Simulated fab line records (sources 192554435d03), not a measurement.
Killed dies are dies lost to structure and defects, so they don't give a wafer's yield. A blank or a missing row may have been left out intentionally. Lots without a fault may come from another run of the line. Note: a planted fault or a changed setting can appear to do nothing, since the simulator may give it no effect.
Problem report in the 8D (eight disciplines) form, filled by code :: flow n5 finfet :: the parts of the form that need people (team, actions taken, sign-off) are left out

== 1. PROBLEM STATEMENT ==
Across 5 wafers from 3 lots, IOFF_P at N5_BEOL_M4_RC_MEAS_101 averages 0.81 nA/um, while fault-free wafers read 0.22 nA/um with a standard deviation of 0.044. That is +13 standard deviations from the usual mean.
First seen on wafer L205.2, day 10 15:55, on prober-01. At this step, 25 wafers from 9 lots have a number in the record. The rule behind "out" and "out of limits": a value lying over 4 standard deviations away from the usual mean. Any other wafer with a number is counted as sound.

== 2. WHAT THIS IS AND IS NOT ==
question: which readings at this step
is: IOFF_P, DIBL_N, DIBL_P, IOFF_N, IOFF_N_85C, IOFF_N_LIN, IOFF_P_85C, IOFF_P_LIN, ION_N, ION_P, REXT_N, REXT_P, VT_N, VT_N_LVT, VT_P, VT_P_LVT
is not: -

question: which lots
is: L205, L207, L208
is not: L203, L213, L218, L219, L220, L221

question: which wafers of those lots
is: L205.2, L205.6, L207.6, L208.2, L208.6
is not: L205.4, L207.4

question: read on which gauges
is: prober-01, prober-02
is not: -

question: when
is: from day 10 15:55
is not: up to then (4 sound wafers); but 16 sound wafers of L207, L213, L218, L219, L220, L221 came after

== 3. SUSPECTS, AND WHAT RULES EACH OUT ==
Counting: if a tool at a process step up to the reading ran every lot that is out, it stays a suspect. Sound lots after the first of them don't rule it out here, since some wafers of a struck lot are sound.
- ruled out: the gauge at N5_BEOL_M4_RC_MEAS_101. 2 gauges (prober-01, prober-02) read the wafers that are out.
- ald sin-04 at N5_SPACER0_ALD_00 (deposits SiOCN, target thk 3.5 nm, pulse time 3 s, purge time 2 s): kept. Every lot that is out went through it, the first being L205 (day 4 12:38); the last sound lot it ran before that was L203 (day 4 01:06).
Remaining after the count: ald sin-04 at N5_SPACER0_ALD_00.

== 4. THE CAUSE (what the simulator had put in) ==
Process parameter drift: ald sin-04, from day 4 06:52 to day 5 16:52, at N5_SPACER0_ALD_00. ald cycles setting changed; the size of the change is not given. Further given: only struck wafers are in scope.
Only this tool survived the counting.

== 5. THE EFFECT CHAIN, in route order ==
Each row: a reading where the mean over the struck wafers with a number is more than 3 standard deviations away from the usual. Readings are gone through only where the record gives a usual standard deviation; hours: the median, over the lots, of the time from a lot's start at the first step in this table giving one to that lot's start at this step; sigmas: the change measured in usual standard deviations.
hours: 0
step: N5_BEOL_M4_RC_MEAS_101
reading: DIBL_N
usual: 36.3 mV/V
on struck wafers: 50.3
change: +14.0
sigmas: +8.7

hours: 0
step: N5_BEOL_M4_RC_MEAS_101
reading: DIBL_P
usual: 36.4 mV/V
on struck wafers: 48.4
change: +12.0
sigmas: +5.7

hours: 0
step: N5_BEOL_M4_RC_MEAS_101
reading: IOFF_N
usual: 0.16 nA/um
on struck wafers: 0.64
change: +0.48
sigmas: +15

hours: 0
step: N5_BEOL_M4_RC_MEAS_101
reading: IOFF_N_85C
usual: 3.1 nA/um
on struck wafers: 10.1
change: +7.0
sigmas: +13

hours: 0
step: N5_BEOL_M4_RC_MEAS_101
reading: IOFF_N_LIN
usual: 0.074 nA/um
on struck wafers: 0.219
change: +0.145
sigmas: +12

hours: 0
step: N5_BEOL_M4_RC_MEAS_101
reading: IOFF_N_LONG
usual: 5.54e-05 nA/um
on struck wafers: 6.32e-05
change: +7.82e-06
sigmas: +3.1

hours: 0
step: N5_BEOL_M4_RC_MEAS_101
reading: IOFF_P
usual: 0.22 nA/um
on struck wafers: 0.81
change: +0.59
sigmas: +13

hours: 0
step: N5_BEOL_M4_RC_MEAS_101
reading: IOFF_P_85C
usual: 3.7 nA/um
on struck wafers: 11.1
change: +7.4
sigmas: +12

hours: 0
step: N5_BEOL_M4_RC_MEAS_101
reading: IOFF_P_LIN
usual: 0.102 nA/um
on struck wafers: 0.300
change: +0.198
sigmas: +12

hours: 0
step: N5_BEOL_M4_RC_MEAS_101
reading: ION_N
usual: 675 uA/um
on struck wafers: 760
change: +85
sigmas: +7.0

hours: 0
step: N5_BEOL_M4_RC_MEAS_101
reading: ION_P
usual: 463 uA/um
on struck wafers: 523
change: +60
sigmas: +7.2

hours: 0
step: N5_BEOL_M4_RC_MEAS_101
reading: REXT_N
usual: 75.2 ohm.um
on struck wafers: 62.5
change: -12.7
sigmas: -9.1

hours: 0
step: N5_BEOL_M4_RC_MEAS_101
reading: REXT_P
usual: 99.9 ohm.um
on struck wafers: 84.9
change: -15.0
sigmas: -5.8

hours: 0
step: N5_BEOL_M4_RC_MEAS_101
reading: SS_N
usual: 71.6 mV/dec
on struck wafers: 74.4
change: +2.8
sigmas: +4.4

hours: 0
step: N5_BEOL_M4_RC_MEAS_101
reading: SS_P
usual: 73.3 mV/dec
on struck wafers: 75.6
change: +2.3
sigmas: +3.4

hours: 0
step: N5_BEOL_M4_RC_MEAS_101
reading: VT_N
usual: 250 mV
on struck wafers: 229
change: -21
sigmas: -6.4

hours: 0
step: N5_BEOL_M4_RC_MEAS_101
reading: VT_N_LVT
usual: 99 mV
on struck wafers: 78
change: -21
sigmas: -6.9

hours: 0
step: N5_BEOL_M4_RC_MEAS_101
reading: VT_P
usual: -250 mV
on struck wafers: -225
change: +25
sigmas: +6.6

hours: 0
step: N5_BEOL_M4_RC_MEAS_101
reading: VT_P_LVT
usual: -99 mV
on struck wafers: -75
change: +24
sigmas: +7.8

hours: 118
step: N5_PASSIVATION_PROBE_49
reading: sort n pass
usual: 1078
on struck wafers: 72
change: -1006
sigmas: -67

hours: 118
step: N5_PASSIVATION_PROBE_49
reading: sort yield pct
usual: 91.4 %
on struck wafers: 6.1
change: -85.3
sigmas: -71
The process steps in it:
- N5_PASSIVATION_PROBE_49

== 6. WHAT WOULD HAVE CAUGHT IT SOONER ==
Counted from the fault's start at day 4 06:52, it took 153 hours until the first out-of-limits reading at a measuring or inspecting step in this record, taken at day 10 15:55.
No tool reading at N5_SPACER0_ALD_00 that has a usual standard deviation in the record was out on any struck wafer, so an alarm limit of 4 standard deviations on those readings would not have fired.
By day 10 15:55, every lot that is out (3) had started N5_SPACER0_ALD_00 on ald sin-04. Holding the tool at that point would not have protected any of them.
